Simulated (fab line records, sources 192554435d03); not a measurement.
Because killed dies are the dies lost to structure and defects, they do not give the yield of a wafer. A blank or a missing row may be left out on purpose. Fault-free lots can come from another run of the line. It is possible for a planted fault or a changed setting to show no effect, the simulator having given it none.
Split-lot trial || flow n5_finfet || route with 1938 steps; 7 lots, 21 wafers read

THE SPLIT ITSELF
At N5_BEOL_M5_COAT_22 (resist thk 30 nm), the setting spin_rpm was moved away from the recipe's 1500 rpm on 5 of the 21 wafers read, by -8.3% to +9.8%. This setting was run at the recipe's value on the other wafers.

FROM THE SPLIT TO THE READING: what the file shows between them, 4 steps
- N5_BEOL_M5_EBR_24
- N5_BEOL_M5_SOFTBAKE_23: time 60 s
- N5_BEOL_M5_DESCUM_33: chemistry O2, time 7 s
- N5_BEOL_M5_ETCH_75: etches underlayer in N2/H2, target depth 6.5 nm, time 5.2 s

THE READING
CAR-EUV_of_BEOL_M5_COAT_22.thk_nm (the simulator's own value, which no gauge read), in nm, at N5_BEOL_M5_ETCH_67 (etches SiARC in CF4, target depth 15.6 nm, time 26 s). There is no usual value for it anywhere in the file. Average 11.2 nm, standard deviation 0.13 nm, over the 16 wafers here run with the recipe.

{"wafer": "L075.2", "tool, chamber at the split": "litho_track-05, 0", "spin_rpm as run, rpm": 1500, "against the recipe": "recipe", "CAR-EUV_of_BEOL_M5_COAT_22.thk_nm, nm": 11.2, "against lot-mates on the recipe": "-"}
{"wafer": "L075.5", "tool, chamber at the split": "litho_track-05, 0", "spin_rpm as run, rpm": 1500, "against the recipe": "recipe", "CAR-EUV_of_BEOL_M5_COAT_22.thk_nm, nm": 11.2, "against lot-mates on the recipe": "-"}
{"wafer": "L075.3", "tool, chamber at the split": "litho_track-05, 0", "spin_rpm as run, rpm": 1647, "against the recipe": "+9.8%", "CAR-EUV_of_BEOL_M5_COAT_22.thk_nm, nm": 9.8, "against lot-mates on the recipe": -1.4}
{"wafer": "L080.1", "tool, chamber at the split": "litho_track-02, 0", "spin_rpm as run, rpm": 1500, "against the recipe": "recipe", "CAR-EUV_of_BEOL_M5_COAT_22.thk_nm, nm": 11.2, "against lot-mates on the recipe": "-"}
{"wafer": "L080.3", "tool, chamber at the split": "litho_track-02, 0", "spin_rpm as run, rpm": 1500, "against the recipe": "recipe", "CAR-EUV_of_BEOL_M5_COAT_22.thk_nm, nm": 11.2, "against lot-mates on the recipe": "-"}
{"wafer": "L080.5", "tool, chamber at the split": "litho_track-02, 0", "spin_rpm as run, rpm": 1500, "against the recipe": "recipe", "CAR-EUV_of_BEOL_M5_COAT_22.thk_nm, nm": 11.2, "against lot-mates on the recipe": "-"}
{"wafer": "L084.1", "tool, chamber at the split": "litho_track-02, 0", "spin_rpm as run, rpm": 1500, "against the recipe": "recipe", "CAR-EUV_of_BEOL_M5_COAT_22.thk_nm, nm": 11.2, "against lot-mates on the recipe": "-"}
{"wafer": "L084.4", "tool, chamber at the split": "litho_track-02, 0", "spin_rpm as run, rpm": 1500, "against the recipe": "recipe", "CAR-EUV_of_BEOL_M5_COAT_22.thk_nm, nm": 11.2, "against lot-mates on the recipe": "-"}
{"wafer": "L084.5", "tool, chamber at the split": "litho_track-02, 0", "spin_rpm as run, rpm": 1500, "against the recipe": "recipe", "CAR-EUV_of_BEOL_M5_COAT_22.thk_nm, nm": 11.4, "against lot-mates on the recipe": "-"}
{"wafer": "L091.1", "tool, chamber at the split": "litho_track-02, 0", "spin_rpm as run, rpm": 1500, "against the recipe": "recipe", "CAR-EUV_of_BEOL_M5_COAT_22.thk_nm, nm": 11, "against lot-mates on the recipe": "-"}
{"wafer": "L091.3", "tool, chamber at the split": "litho_track-02, 0", "spin_rpm as run, rpm": 1500, "against the recipe": "recipe", "CAR-EUV_of_BEOL_M5_COAT_22.thk_nm, nm": 11.2, "against lot-mates on the recipe": "-"}
{"wafer": "L091.5", "tool, chamber at the split": "litho_track-02, 0", "spin_rpm as run, rpm": 1411, "against the recipe": "-5.9%", "CAR-EUV_of_BEOL_M5_COAT_22.thk_nm, nm": 12.2, "against lot-mates on the recipe": "+1.1"}
{"wafer": "L095.2", "tool, chamber at the split": "litho_track-02, 0", "spin_rpm as run, rpm": 1500, "against the recipe": "recipe", "CAR-EUV_of_BEOL_M5_COAT_22.thk_nm, nm": 11.4, "against lot-mates on the recipe": "-"}
{"wafer": "L095.3", "tool, chamber at the split": "litho_track-02, 0", "spin_rpm as run, rpm": 1500, "against the recipe": "recipe", "CAR-EUV_of_BEOL_M5_COAT_22.thk_nm, nm": 11.2, "against lot-mates on the recipe": "-"}
{"wafer": "L095.4", "tool, chamber at the split": "litho_track-02, 0", "spin_rpm as run, rpm": 1604, "against the recipe": "+6.9%", "CAR-EUV_of_BEOL_M5_COAT_22.thk_nm, nm": 10.2, "against lot-mates on the recipe": -1.1}
{"wafer": "L096.1", "tool, chamber at the split": "litho_track-01, 0", "spin_rpm as run, rpm": 1376, "against the recipe": "-8.3%", "CAR-EUV_of_BEOL_M5_COAT_22.thk_nm, nm": 12.4, "against lot-mates on the recipe": "+1.2"}
{"wafer": "L096.4", "tool, chamber at the split": "litho_track-01, 0", "spin_rpm as run, rpm": 1500, "against the recipe": "recipe", "CAR-EUV_of_BEOL_M5_COAT_22.thk_nm, nm": 11.2, "against lot-mates on the recipe": "-"}
{"wafer": "L096.5", "tool, chamber at the split": "litho_track-01, 0", "spin_rpm as run, rpm": 1500, "against the recipe": "recipe", "CAR-EUV_of_BEOL_M5_COAT_22.thk_nm, nm": 11.2, "against lot-mates on the recipe": "-"}
{"wafer": "L097.1", "tool, chamber at the split": "litho_track-01, 0", "spin_rpm as run, rpm": 1500, "against the recipe": "recipe", "CAR-EUV_of_BEOL_M5_COAT_22.thk_nm, nm": 10.8, "against lot-mates on the recipe": "-"}
{"wafer": "L097.2", "tool, chamber at the split": "litho_track-01, 0", "spin_rpm as run, rpm": 1500, "against the recipe": "recipe", "CAR-EUV_of_BEOL_M5_COAT_22.thk_nm, nm": 11.2, "against lot-mates on the recipe": "-"}
{"wafer": "L097.6", "tool, chamber at the split": "litho_track-01, 0", "spin_rpm as run, rpm": 1380, "against the recipe": "-8.0%", "CAR-EUV_of_BEOL_M5_COAT_22.thk_nm, nm": 12.4, "against lot-mates on the recipe": "+1.4"}

THE FIT
A straight line over all 21 wafers: CAR-EUV_of_BEOL_M5_COAT_22.thk_nm changes by -0.148 nm for each +1% of spin_rpm; r = -0.98; the points scatter about the line by 0.13 nm.
The same after taking each lot's own level away (the mean of its wafers on the recipe; 21 wafers): -0.157 nm for each +1%; r = -0.99; scatter 0.11 nm.
On that fit, the largest move of spin_rpm shifts the reading by 1.5 nm.
Measured against the standard deviation above, the lots' own levels, which go from 11.00 to 11.30 nm, span 2.3 times it.
So the lot-to-lot level changes the slope little: the two slopes agree.
Check: with one of the wafers moved furthest among these (+9.8%) left out of the fit, the line predicts -1.59 nm for it against its lot-mates. It came out at -1.4 nm against them.

THE OTHER SPLITS THESE WAFERS WENT THROUGH
These wafers also went through other splits before the reading. Each is held against what the fit with the lots' levels taken away leaves over:
{"other split on the same wafers": "N5_BEOL_M2_ETCH_69 bias_w", "wafers away from the commonest value": 7, "r with CAR-EUV_of_BEOL_M5_COAT_22.thk_nm (lot level and that fit taken away)": -0.07}
{"other split on the same wafers": "N5_BEOL_M3_SPUTTER_48 time_s", "wafers away from the commonest value": 9, "r with CAR-EUV_of_BEOL_M5_COAT_22.thk_nm (lot level and that fit taken away)": -0.07}

THE WHOLE CHAIN: every reading that the file lists as answering this split, in the file's order
{"step": "N5_BEOL_M5_COAT_22", "what it does": "resist thk 30 nm", "reading": "CAR-EUV_of_BEOL_M5_COAT_22.thk_nm (the simulator's own value, which no gauge read)", "change (the file's fit)": "-0.147 nm for each +1% of the setting", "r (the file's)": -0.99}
{"step": "N5_BEOL_M5_ETCH_67", "what it does": "etches SiARC in CF4, target depth 15.6 nm, time 26 s", "reading": "CAR-EUV_of_BEOL_M5_COAT_22.thk_nm (the simulator's own value, which no gauge read)", "change (the file's fit)": "-0.157 nm for each +1% of the setting", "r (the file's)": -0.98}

FILE'S OWN FIT
CAR-EUV_of_BEOL_M5_COAT_22.thk_nm changes by -0.157 nm for each +1% of spin_rpm, r = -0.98.
